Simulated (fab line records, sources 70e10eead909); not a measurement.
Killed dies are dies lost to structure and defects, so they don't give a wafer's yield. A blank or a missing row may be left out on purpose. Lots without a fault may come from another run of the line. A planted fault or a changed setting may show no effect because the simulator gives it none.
fab line records | flow nand_harc
record lots=14 wafers=42 last_day=34
route steps=1302 shown A_CONTACT@1011 THIN_TSV@1264 END@1302
lots that met no fault: from a run of the same line without faults
start_h: hours from the record's first day to the start of the lot's first wafer shown | wait_h: hours since the lot's step before | " the same as in the row above | L1.1+2: a row that stands for several wafers | - no value, or no start given | * or withheld: withheld | < > ~ a bound
route shown NAME@n: a module of which the file shows steps, and the number in the route of the first | usual: mean/standard deviation of fault-free wafers | same: alike in all rows | chamber/n: place in a boat | sites: the reading at each site | _std_site: their standard deviation | _edge_site: outer sites' mean less inner sites' | radius_mm: how far each site lies from the wafer's centre | mask NAME#n: copy n | behind: the tool/chamber that last shaped the wafer | hold: why the lot was held/for how many hours/how that ended | device: the transistor (n, p or np) that didn't switch | end of line: the same wafers' tests at the end of the route | a step without rows: its recipe alone | killed: dies lost to structure and defects at the first sort, not the wafer's yield | map: a wafer's dies, x killed, . not, _ none there
set.NAME: the setting as run; set.NAME@STEP: as run at that earlier step | model.NAME: the simulator's own value behind a step, which no gauge read
steps of the route over a sample of lots; a table a step, a row a wafer
services: from which hour (start_h, from the record's first day; less than 0 if before it) a tool's chamber was out of use, for how many hours, and why
## steps
# step NHARC_A_CONTACT_ETCH_117
# recipe source_w=withheld pressure_mtorr=20 bias_v=3000 time_s=190 target_depth_a=18500 ar_flow_sccm=withheld c4f8_flow_sccm=withheld o2_flow_sccm=withheld chemistry=C4F8/O2/Ar
# same time_s=190
# columns lot.wafer tool chamber start_h wait_h rf_hours_counter_h
L885.4 har_cap_etch-03 1 506.27 0.1 -
L885.5 " 1 " " -
L885.6 " 0 " " -
L886.4 har_cap_etch-01 0 516.27 0.1 -
L886.3 " 1 " " -
L886.6 " 1 " " -
L888.4 har_cap_etch-01 1 534.31 0.1 -
L888.6 " 0 " " -
L888.5 " 1 " " -
L889.1 har_cap_etch-02 1 543.86 0.1 91
L889.4 " 0 " " -
L889.5 " 1 " " -
L891.2 har_cap_etch-02 0 557.55 0.1 93
L891.3 " 1 " " -
L891.6 " 1 " " -
L890.3 har_cap_etch-01 1 558.40 0.1 -
L890.4 " 0 " " -
L890.6 " 0 " " -
L892.1 har_cap_etch-01 0 578.67 0.1 13
L892.3 " 0 " " -
L892.5 " 0 " " -
L894.2 har_cap_etch-03 0 586.80 0.1 59
L894.4 " 0 " " -
L894.3 " 1 " " -
L893.2 har_cap_etch-01 0 591.24 0.1 15
L893.1 " 1 " " 15
L893.6 " 1 " " -
L896.1 har_cap_etch-03 1 608.98 0.1 63
L896.6 " 0 " " -
L896.5 " 1 " " -
L900.2 har_cap_etch-02 0 659.09 0.1 111
L900.1 " 1 " " 111
L900.5 " 0 " " -
L902.2 har_cap_etch-02 1 666.08 0.1 114
L902.1 " 0 " " 114
L902.3 " 0 " " -
L906.2 har_cap_etch-03 0 720.96 0.2 83
L906.4 " 1 " " -
L906.6 " 0 " " -
L907.4 har_cap_etch-02 1 736.89 0.1 -
L907.5 " 1 " " -
L907.6 " 0 " " -
# step NHARC_THIN_TSV_CD_MEAS_16
# usual cd_nm=1000.1/1.9
# columns lot.wafer tool chamber start_h wait_h cd_nm
L885.4 cd_sem-01 - 560.87 0.1 999.3
L885.5 " - " " 998.4
L885.6 " - " " 998.1
L886.3 cd_sem-01 - 568.08 0.1 1000.4
L886.4 " - " " 1001.4
L886.6 " - " " 1000.2
L888.4 cd_sem-01 - 584.24 0.1 1002.0
L888.5 " - " " 1002.1
L888.6 " - " " 999.2
L891.2 cd_sem-01 - 617.49 0.1 998.3
L891.3 " - " " 999.1
L891.6 " - " " 998.2
L889.1 cd_sem-02 - 618.66 0.1 1002.2
L889.4 " - " " 999.3
L889.5 " - " " 996.6
L890.3 cd_sem-03 - 620.01 0.1 997.5
L890.4 " - " " 997.4
L890.6 " - " " 998.9
L892.1 cd_sem-01 - 633.30 0.1 999.6
L892.3 " - " " 999.1
L892.5 " - " " 999.8
L894.2 cd_sem-03 - 643.68 0.1 1001.2
L894.3 " - " " 999.5
L894.4 " - " " 999.7
L893.1 cd_sem-02 - 644.84 0.1 1002.3
L893.2 " - " " 1001.7
L893.6 " - " " 999.7
L896.1 cd_sem-01 - 662.74 0.1 1003.7
L896.5 " - " " 1003.1
L896.6 " - " " 1001.2
L900.1 cd_sem-01 - 716.76 0.1 998.8
L900.2 " - " " 999.8
L900.5 " - " " 998.9
L902.1 cd_sem-03 - 722.75 0.1 999.0
L902.2 " - " " 997.7
L902.3 " - " " 994.2
L906.2 cd_sem-03 - 776.76 0.1 1001.0
L906.4 " - " " 1001.8
L906.6 " - " " 1004.2
L907.4 cd_sem-01 - 792.39 0.1 1001.6
L907.5 " - " " 1001.2
L907.6 " - " " 1000.9
# step NHARC_THIN_TSV_ETCH_59
# recipe target_depth_a=8800 icp_w=900 bias_w=100 Cl2_flow_sccm=60 bcl3_flow_sccm=30 time_s=138.1 chemistry=Cl2/BCl3
# usual drypump_motor_current_A=6.0/0.55 oes_product_au=1.002/0.0084 throttle_valve_pct=22.266/0.0087
# same time_s=138.1
# columns lot.wafer tool chamber start_h wait_h drypump_motor_current_A oes_product_au rf_hours_counter_h throttle_valve_pct
L885.4 rie_metal-03 0 566.17 0.2 6.6 1.014 - 22.270
L885.5 " 0 " " 6.6 0.997 - 22.265
L885.6 " 1 " " 5.0 1.004 - 22.274
L886.3 rie_metal-03 0 573.39 0.2 6.5 1.007 - 22.267
L886.4 " 1 " " 5.0 1.011 - 22.252
L886.6 " 0 " " 6.5 1.007 - 22.265
L888.4 rie_metal-02 0 589.61 0.2 6.1 1.000 - 22.260
L888.5 " 0 " " 6.1 0.993 - 22.263
L888.6 " 1 " " 5.9 0.994 - 22.267
L891.2 rie_metal-03 0 622.70 0.1 6.6 1.001 1.9 22.262
L891.3 " 1 " " 5.0 0.990 - 22.275
L891.6 " 1 " " 4.9 0.991 - 22.273
L889.1 rie_metal-01 1 623.94 0.1 5.9 0.990 0.5 22.269
L889.4 " 0 " " 6.6 1.004 - 22.280
L889.5 " 0 " " 6.5 1.002 - 22.251
L890.4 rie_metal-02 0 625.30 0.2 6.0 1.000 - 22.259
L890.3 " 1 " " 6.0 0.987 - 22.267
L890.6 " 1 " " 6.0 0.988 - 22.252
L892.1 rie_metal-03 0 638.57 0.1 6.6 1.009 2.4 22.266
L892.3 " 0 " " 6.6 1.004 - 22.262
L892.5 " 1 " " 5.0 0.991 - 22.261
L894.2 rie_metal-03 1 648.93 0.1 4.9 0.990 2.9 22.252
L894.4 " 0 " " 6.6 1.004 - 22.272
L894.3 " 1 " " 5.0 0.999 - 22.273
L893.1 rie_metal-03 0 650.29 0.1 6.6 1.004 3.1 22.267
L893.2 " 1 " " 5.0 1.009 3.1 22.259
L893.6 " 0 " " 6.6 0.998 - 22.264
L896.1 rie_metal-02 0 667.96 0.1 6.0 1.006 0.3 22.266
L896.5 " 0 " " 6.0 1.011 - 22.246
L896.6 " 1 " " 6.0 1.000 - 22.265
L900.2 rie_metal-03 1 722.01 0.1 5.0 1.004 0.1 22.267
L900.1 " 0 " " 6.5 0.999 0.1 22.269
L900.5 " 1 " " 4.9 1.005 - 22.245
L902.1 rie_metal-02 0 727.86 0.1 6.0 1.009 1.4 22.277
L902.2 " 1 " " 5.9 1.000 1.4 22.277
L902.3 " 0 " " 6.1 0.995 - 22.279
L906.2 rie_metal-02 1 782.04 0.1 5.9 1.010 2.5 22.259
L906.4 " 1 " " 5.9 1.010 - 22.270
L906.6 " 1 " " 5.9 1.010 - 22.267
L907.4 rie_metal-01 0 797.67 0.2 6.6 1.006 - 22.256
L907.6 " 1 " " 5.9 1.023 - 22.264
L907.5 " 0 " " 6.6 1.003 - 22.274
# step NHARC_END_SORT_01
# recipe temp_c=25
# usual killed_at_array=56/19 killed_at_other=0.8/1.1 killed_at_periphery=3.4/2.5 killed_dies=60/19 killed_open=2.9/1.7 killed_short=2.4/1.6
# same gross_dies=677
# columns lot.wafer tool chamber start_h wait_h killed_at_array killed_at_other killed_at_periphery killed_dies killed_open killed_short
L900.1 prober-01 0 729.62 2.5 44 3 0 47 3 5
L900.2 prober-01 0 730.42 2.8 140 2 3 145 3 4
L900.5 prober-01 0 732.82 3.7 140 1 3 144 3 3
L902.1 prober-02 0 737.94 2.5 164 0 2 166 3 3
L902.2 prober-02 0 738.74 2.8 75 0 5 80 1 2
L902.3 prober-02 0 739.54 3.1 177 4 3 184 3 4
# killed by level:class
L900.1 A_CHANNEL_HOLE_D2:chamber_film_flake=22 A_CHANNEL_HOLE_D1:chamber_film_flake=8 A_CONTACT:chamber_film_flake=4 THIN_TSV:chamber_film_flake=3 A_ONON_D1:geometric_particle:short=2 A_ONON_D1:geometric_particle:open=1 A_DECK1_JOINT:geometric_particle:open=1 A_DECK1_JOINT:geometric_particle:short=1
L900.2 A_CONTACT:unspecified=103 A_CHANNEL_HOLE_D2:chamber_film_flake=22 A_CHANNEL_HOLE_D1:chamber_film_flake=7 A_CHANNEL_FILL_D2:geometric_particle:short=2 A_WL_FILL:geometric_particle:short=2 A_CONTACT:chamber_film_flake=2 THIN_TSV:chamber_film_flake=2 P_M0:geometric_particle:open=1
L900.5 A_CONTACT:unspecified=99 A_CHANNEL_HOLE_D2:chamber_film_flake=18 A_CHANNEL_HOLE_D1:chamber_film_flake=11 P_STI:chamber_film_flake=2 A_SLIT:chamber_film_flake=2 A_CONTACT:chamber_film_flake=2 P_M0:geometric_particle:open=1 A_SOURCE_PLATE:geometric_particle:short=1
L902.1 A_CONTACT:unspecified=105 A_SLIT:chamber_film_flake=23 A_CHANNEL_HOLE_D2:chamber_film_flake=17 A_CHANNEL_HOLE_D1:chamber_film_flake=6 A_STAIRCASE:chamber_film_flake=3 A_CONTACT:chamber_film_flake=3 A_WL_FILL:geometric_particle:open=2 P_GATE:geometric_particle:open=1
L902.2 A_SLIT:chamber_film_flake=29 A_CHANNEL_HOLE_D2:chamber_film_flake=18 A_CHANNEL_HOLE_D1:chamber_film_flake=15 A_CONTACT:chamber_film_flake=7 A_STAIRCASE:chamber_film_flake=4 P_BONDPAD:chamber_film_flake=2 P_M0:geometric_particle:open=1 P_M0:geometric_particle:short=1
L902.3 A_CONTACT:unspecified=98 A_SLIT:chamber_film_flake=28 A_CHANNEL_HOLE_D2:chamber_film_flake=27 A_CHANNEL_HOLE_D1:chamber_film_flake=11 THIN_TSV:chamber_film_flake=4 A_CONTACT:chamber_film_flake=3 A_SGD_CUT:geometric_particle:short=2 P_BONDPAD:chamber_film_flake=2
## services
# columns tool chamber start_h hours kind
har_cap_etch-01 - 497.49 17.0 pm
har_cap_etch-01 0 497.49 17.0 vent_cycle
har_cap_etch-01 1 497.49 17.0 vent_cycle
rie_metal-02 1 504.99 5.8 repair
har_cap_etch-01 0 514.49 - clean
rie_metal-03 - 519.00 9.0 pm
rie_metal-03 0 519.00 9.0 vent_cycle
rie_metal-03 1 519.00 9.0 vent_cycle
rie_metal-03 0 528.00 - clean
rie_metal-03 1 528.00 - clean
rie_metal-02 0 532.40 7.6 repair
rie_metal-01 - 575.00 9.0 pm
rie_metal-02 - 631.12 9.0 pm
rie_metal-03 0 632.60 1.0 repair
rie_metal-01 - 640.38 44.4 repair
rie_metal-02 0 682.68 5.7 repair
rie_metal-02 - 686.87 1.1 repair
rie_metal-03 - 696.00 9.0 pm
rie_metal-03 0 696.00 9.0 vent_cycle
rie_metal-03 1 696.00 9.0 vent_cycle
rie_metal-03 0 705.00 - clean
rie_metal-03 1 705.00 - clean
rie_metal-01 - 752.00 9.0 pm
har_cap_etch-02 - 754.93 17.0 pm
## key
first_sign step=NHARC_END_SORT_01 reading=killed_at_array direction=up sigmas=5.3 usual=56 struck=155
effect step=NHARC_END_SORT_01 reading=killed_dies direction=up sigmas=5.2 usual=60 struck=160
more_kills_born_at NHARC_A_CONTACT_ETCH_117@har_cap_etch-02=394
met_at NHARC_A_CONTACT_ETCH_117
struck_lots L900,L902
struck_wafers L900.2,L900.5,L902.1,L902.3
tester_left_out L900,L902
not_acting_at NHARC_THIN_TSV_CD_MEAS_16,NHARC_THIN_TSV_ETCH_59
onset_between 557.55 659.09
fault kind=chamber_particle_source tool=har_cap_etch-02 chamber=0 onset_h=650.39 steps=NHARC_A_CONTACT_ETCH_117 rate_per_visit_cm2=1.9216 end_h=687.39
# tester_left_out: of these lots the tester's yield and bins aren't shown, on N5 and GAA mostly nor the transistor test; their killed dies are dies lost to structure and defects alone, not to doping, threshold or leakage, so they don't give the yield
